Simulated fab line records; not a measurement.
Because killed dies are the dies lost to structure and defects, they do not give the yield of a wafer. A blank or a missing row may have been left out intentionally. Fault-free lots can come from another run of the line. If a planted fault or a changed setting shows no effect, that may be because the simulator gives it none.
Problem report in the 8D (eight disciplines) form, filled by code :: flow nand_harc :: the parts of the form that need people (team, actions taken, sign-off) are left out

1. PROBLEM STATEMENT
On 3 wafers of 1 lot, cd_nm at NHARC_P_M0_CD_MEAS_09 has a mean of 119.8 nm; fault-free wafers read 90.3 nm, standard deviation 0.6. That is +49 standard deviations from the usual mean.
The step: target cd 90 nm.
The first sign was on wafer L245.4 at day 8 05:08, on cd_sem-02. At this step, 36 wafers from 12 lots have a number in the record. Rule for "out", or "out of limits": more than 4 standard deviations from the usual mean. The other wafers with a number count as sound.

2. WHAT IT IS, AND WHAT IT ISN'T
question: which readings at this step
is: cd_nm
is not: -

question: which lots
is: L245
is not: L236, L237, L239, L240, L243, L246, L249, L252, L255, L258, L259

question: which wafers of those lots
is: all that have a number
is not: -

question: read on which gauges
is: cd_sem-02
is not: cd_sem-01, cd_sem-03

question: when
is: from day 8 05:08
is not: up to then (15 sound wafers); but 18 sound wafers of L246, L249, L252, L255, L258, L259 came after

3. THE SUSPECTS, EACH WITH WHAT RULES IT OUT
Counting: a tool at a process step up to the reading stays a suspect if it ran every lot that is out and no sound lot after the first of them.
- the gauge at NHARC_P_M0_CD_MEAS_09 is ruled out. All the wafers that are out were read on cd_sem-02, but those of them that NHARC_P_M0_PEB_07 has rows for are out there too, on other tools.
- cmp-02 at NHARC_P_CONTACT_CMP_24 (polishes, t overpolish 30 s, target thk 200 nm): kept. It ran the lot that is out, L245 (day 8 03:56), and no sound lot after that; its last sound lot up to then is L240 (day 6 20:32).
- litho_track-06 at NHARC_P_M0_PEB_07 (peb time 65 s): kept. It ran the lot that is out, L245 (day 8 05:02), and no sound lot after that; its last sound lot up to then is L243 (day 7 03:29). Its own readings are out on those wafers: heater_power_total_W, plate_temp_C.
The count leaves litho_track-06 at NHARC_P_M0_PEB_07 and cmp-02 at NHARC_P_CONTACT_CMP_24.

4. THE CAUSE (what the simulator had put in)
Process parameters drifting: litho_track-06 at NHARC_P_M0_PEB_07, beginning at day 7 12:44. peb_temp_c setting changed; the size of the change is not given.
2 suspects survive the count, and this tool is in that group.

5. THE CHAIN OF EFFECTS, in route order
One row per reading whose mean, taken over the struck wafers that have a number, lies over 3 standard deviations from the usual. Scope: only readings with a usual standard deviation given in the record; hours: median across lots of the time from each lot's start at the first step in this table that gives one to its start at this step; sigmas: change in usual standard deviations.
hours: 0
step: NHARC_P_M0_PEB_07
reading: heater_power_total_W
usual: 156.6 W
on struck wafers: 186.5
change: +29.9
sigmas: +68

hours: 0
step: NHARC_P_M0_PEB_07
reading: plate_temp_C
usual: 100.01 C
on struck wafers: 113.76
change: +13.75
sigmas: +99 or more

hours: 0
step: NHARC_P_M0_CD_MEAS_09
reading: cd_nm
usual: 90.3 nm
on struck wafers: 119.8
change: +29.5
sigmas: +49

hours: 345
step: NHARC_END_SORT_01
reading: killed_at_periphery
usual: 3.4
on struck wafers: 21.3
change: +17.9
sigmas: +8.2

hours: 345
step: NHARC_END_SORT_01
reading: sort_bin_3_pct
usual: 0.29 %
on struck wafers: 2.26
change: +1.97
sigmas: +8.2
It contains these process steps:
- NHARC_P_M0_PEB_07: peb time 65 s.
At these later measuring or inspecting steps, every struck wafer for which the step has a row has a number for every such reading, and none has moved that far: NHARC_P_M0_OVL_MEAS_10, NHARC_P_M0_INSPECT_11.

6. HOW IT WOULD HAVE BEEN CAUGHT EARLIER
16 hours passed between the start of the fault at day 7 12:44 and the first reading out of limits at a measuring or inspecting step in this record, taken at day 8 05:08.
The tool's own readings at NHARC_P_M0_PEB_07 were out on every struck wafer that the step has a row for (heater_power_total_W, plate_temp_C): an alarm limit on them would have fired on the first of those.
By day 8 05:08 the whole set of lots that are out, 1 in number, had already begun NHARC_P_M0_PEB_07 on litho_track-06. Had the tool been put on hold then, not one of them would have been saved.
